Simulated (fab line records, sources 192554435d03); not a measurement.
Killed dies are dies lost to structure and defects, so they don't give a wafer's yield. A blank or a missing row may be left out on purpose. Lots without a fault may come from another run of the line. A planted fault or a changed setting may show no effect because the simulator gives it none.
Which tool did it? | flow n5_finfet | 10 lots, 29 wafers sampled, at 5 steps of a route of 1938

WHAT THE GAUGES READ, wafer by wafer
N5_BEOL_M4_INSPECT_59: inspects for defects (darkfield).
lot  | measured     | on                | raw_defect_count
L153 | day 8 17:16  | defect_inspect-01 | 103 63 89
L157 | day 9 06:23  | defect_inspect-02 | 104 113 62
L159 | day 10 00:47 | defect_inspect-02 | 443 84 391
L161 | day 10 08:37 | defect_inspect-01 | 101 520 72
L165 | day 11 15:47 | defect_inspect-01 | 79 91 89
L169 | day 12 03:31 | defect_inspect-02 | 92 74 70
L168 | day 12 13:42 | defect_inspect-01 | 190 73 91
L170 | day 13 04:55 | defect_inspect-01 | 68 62 45
L172 | day 13 17:20 | defect_inspect-01 | 75 57 170
L174 | day 13 23:31 | defect_inspect-01 | 49 75

WHICH TOOL RAN EACH LOT (tool, then ch and the chambers of the sampled wafers, then the start)
lot  | N5_BEOL_M4_ANNEAL_80         | N5_BEOL_M4_SPUTTER_81        | N5_BEOL_M4_CMP_52             | N5_BEOL_M4_CO_CAP_55
L153 | pvd_sputter-01, day 8 09:56  | pvd_sputter-01, day 8 10:04  | cmp-03 ch 0,2,3, day 8 16:26  | cvd_co-01 ch 0,1, day 8 17:03
L157 | pvd_sputter-03, day 9 03:51  | pvd_sputter-03, day 9 03:59  | cmp-03 ch 0,2,3, day 9 05:50  | cvd_co-01 ch 0,2, day 9 06:10
L159 | pvd_sputter-02, day 9 22:12  | pvd_sputter-02, day 9 22:20  | cmp-03 ch 0,1, day 10 00:12   | cvd_co-01 ch 0,1, day 10 00:35
L161 | pvd_sputter-02, day 10 06:05 | pvd_sputter-02, day 10 06:13 | cmp-03 ch 0,1,3, day 10 08:07 | cvd_co-02 ch 0,1,2, day 10 08:24
L165 | pvd_sputter-01, day 11 13:04 | pvd_sputter-01, day 11 13:12 | cmp-02 ch 0,1,3, day 11 15:17 | cvd_co-02 ch 0,1,2, day 11 15:35
L169 | pvd_sputter-01, day 12 00:59 | pvd_sputter-01, day 12 01:08 | cmp-02 ch 0,1,2, day 12 02:59 | cvd_co-01 ch 0,1,2, day 12 03:19
L168 | pvd_sputter-03, day 12 11:10 | pvd_sputter-03, day 12 11:18 | cmp-02 ch 0,2, day 12 13:09   | cvd_co-02 ch 0,1,2, day 12 13:29
L170 | pvd_sputter-01, day 13 02:16 | pvd_sputter-01, day 13 02:25 | cmp-02 ch 1,2, day 13 04:14   | cvd_co-02 ch 1,2, day 13 04:41
L172 | pvd_sputter-02, day 13 13:02 | pvd_sputter-02, day 13 13:11 | cmp-03 ch 0,1, day 13 16:29   | cvd_co-02 ch 1,2, day 13 17:05
L174 | pvd_sputter-03, day 13 21:03 | pvd_sputter-03, day 13 21:10 | cmp-03 ch 1,2, day 13 23:05   | cvd_co-01 ch 0,1, day 13 23:20
- N5_BEOL_M4_ANNEAL_80: time 240 s.
- N5_BEOL_M4_SPUTTER_81: material Cu, target thk 4.5 nm, time 8.29 s.
- N5_BEOL_M4_CMP_52: polishes, stops on SiOC, t overpolish 6.8 s, target thk 40 nm.
- N5_BEOL_M4_CO_CAP_55: material Co, precursor CCTBA/H2, target thk 2 nm, time 102.1 s.

THE ANSWER, worked out from the rows above alone
Rule: what is usual is taken from the lots themselves. Put in order of their means at a reading, lots are off if they are a third of the lots or fewer, leave a main group of 4 or more, and stand apart from it by a gap of 3 or more times the standard deviation of the main group's means; of several such gaps the widest counts. A main group whose means are all the same, to the digits that the tables above print for the reading, isn't used. A lot without any number at a reading at which 4 lots or more have one is off too. The other lots that the step has rows for count as sound.
Off: L159, L161, at N5_BEOL_M4_INSPECT_59 (raw_defect_count). The main group: mean 85, standard deviation 18.
A tool fits if, at a process step before that reading, it ran every lot that is off, and no sound lot after the first of them. The gauges at N5_BEOL_M4_INSPECT_59 are tried like those tools. None of those tried fits.

WHAT THE SIMULATOR HAD PUT IN
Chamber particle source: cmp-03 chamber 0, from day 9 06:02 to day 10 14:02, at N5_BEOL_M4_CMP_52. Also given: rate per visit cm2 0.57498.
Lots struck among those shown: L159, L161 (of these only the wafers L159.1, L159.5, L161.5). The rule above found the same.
